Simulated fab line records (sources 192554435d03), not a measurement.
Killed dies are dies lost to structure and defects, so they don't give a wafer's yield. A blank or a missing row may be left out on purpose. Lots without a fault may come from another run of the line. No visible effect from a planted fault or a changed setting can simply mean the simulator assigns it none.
Split-lot experiment ; flow n5-finfet ; 7 lots, 39 wafers read, on a route of 1938 steps

## THE SPLIT
At N5_BEOL_M14_SPUTTER_43 (material TaN, target thk 15 nm, time 24.19 s), the setting target-thk-a was moved away from the recipe's 150 angstrom on 12 of the 39 wafers read, by -58.4% to +39.7%. This setting was run at the recipe's value on the other wafers.

## FROM THE SPLIT TO THE READING: what the file shows between them, 4 steps
- N5_BEOL_M14_SPUTTER_44: material Ta, target thk 15 nm, time 24.19 s
- N5_BEOL_M14_SPUTTER_45: material Cu, target thk 100 nm, time 16.67 s
- N5_BEOL_M14_ECD_47: material Cu, target thk 1248 nm
- N5_BEOL_M14_ANNEAL_48: time 90 s

## THE READING
barrier-field-endpoint-s, in s, at N5_BEOL_M14_CMP_49 (polishes, stops on SiO2, t overpolish 5.2 s, target thk 560 nm). On this fab line, fault-free wafers typically give 11.26 s with a standard deviation of 0.24 s.

wafer;tool, chamber at the split;target-thk-a as run, angstrom;against the recipe;barrier-field-endpoint-s, s;against lot-mates on the recipe
L076.3;pvd-sputter-01, -;150;recipe;11.19;-
L076.1;pvd-sputter-01, -;150;recipe;11.33;-
L076.4;pvd-sputter-01, -;150;recipe;11.16;-
L076.2;pvd-sputter-01, -;150;recipe;11.02;-
L076.5;pvd-sputter-01, -;150;recipe;11.11;-
L076.6;pvd-sputter-01, -;150;recipe;11.32;-
L078.1;pvd-sputter-03, -;150;recipe;11.17;-
L078.4;pvd-sputter-03, -;62.4;-58.4%;7.82;-3.48
L078.2;pvd-sputter-03, -;62.4;-58.4%;8.02;-3.28
L078.3;pvd-sputter-03, -;150;recipe;11.29;-
L078.6;pvd-sputter-03, -;150;recipe;11.43;-
L078.5;pvd-sputter-03, -;62.4;-58.4%;7.80;-3.50
L079.4;pvd-sputter-02, -;150;recipe;11.14;-
L079.3;pvd-sputter-02, -;150;recipe;10.99;-
L079.2;pvd-sputter-02, -;150;recipe;11.14;-
L079.1;pvd-sputter-02, -;150;recipe;11.23;-
L079.6;pvd-sputter-02, -;150;recipe;10.95;-
L079.5;pvd-sputter-02, -;150;recipe;11.30;-
L082.1;pvd-sputter-02, -;79.4;-47.1%;8.62;-2.59
L082.4;pvd-sputter-02, -;79.4;-47.1%;8.65;-2.56
L082.3;pvd-sputter-02, -;150;recipe;11.34;-
L082.2;pvd-sputter-02, -;79.4;-47.1%;8.87;-2.34
L082.6;pvd-sputter-02, -;150;recipe;11.22;-
L082.5;pvd-sputter-02, -;150;recipe;11.08;-
L089.2;pvd-sputter-01, -;150;recipe;10.91;-
L089.3;pvd-sputter-01, -;150;recipe;10.97;-
L089.6;pvd-sputter-01, -;150;recipe;10.80;-
L091.2;pvd-sputter-01, -;150;recipe;11.04;-
L091.1;pvd-sputter-01, -;115.5;-23.0%;9.92;-1.30
L091.4;pvd-sputter-01, -;115.5;-23.0%;9.87;-1.35
L091.3;pvd-sputter-01, -;150;recipe;11.40;-
L091.6;pvd-sputter-01, -;115.5;-23.0%;10.10;-1.12
L091.5;pvd-sputter-01, -;150;recipe;11.23;-
L092.1;pvd-sputter-02, -;209.5;+39.7%;13.42;+1.82
L092.4;pvd-sputter-02, -;209.5;+39.7%;14.22;+2.62
L092.3;pvd-sputter-02, -;150;recipe;11.76;-
L092.2;pvd-sputter-02, -;150;recipe;11.58;-
L092.6;pvd-sputter-02, -;209.5;+39.7%;13.81;+2.21
L092.5;pvd-sputter-02, -;150;recipe;11.46;-

FIT RESULTS
A straight line over all 39 wafers: barrier-field-endpoint-s changes by +0.058 s for each +1% of target-thk-a; r = +0.99; the points scatter about the line by 0.23 s.
The same after taking each lot's own level away (the mean of its wafers on the recipe; 39 wafers): +0.0562 s for each +1%; r = +0.99; scatter 0.16 s.
According to that fit, moving target-thk-a by its largest amount changes the reading by 3.3 s.
Measured against the standard deviation above, the lots' own levels, which go from 10.893 to 11.600 s, span 2.9 times it.
Consequently the slope shifts little with the lot-to-lot level, the two slopes agreeing.
Check: with one of the wafers moved furthest among these (-58.4%) left out of the fit, the line predicts -3.24 s for it against its lot-mates. Against them it came out at -3.48 s.

## THE WHOLE CHAIN: every reading that the file lists as answering this split, in the file's order
step;what it does;reading;change (the file's fit);r (the file's)
N5_BEOL_M14_SPUTTER_43;material TaN, target thk 15 nm, time 24.19 s;TaN_of_BEOL_M14_SPUTTER_43.thk-nm (the simulator's own value, which no gauge read);+0.151 nm for each +1% of the setting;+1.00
N5_BEOL_M14_CMP_49;polishes, stops on SiO2, t overpolish 5.2 s, target thk 560 nm;barrier-field-endpoint-s;+0.0562 s for each +1% of the setting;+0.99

## FILE'S OWN FIT
barrier-field-endpoint-s changes by +0.0562 s for each +1% of target-thk-a, r = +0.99.
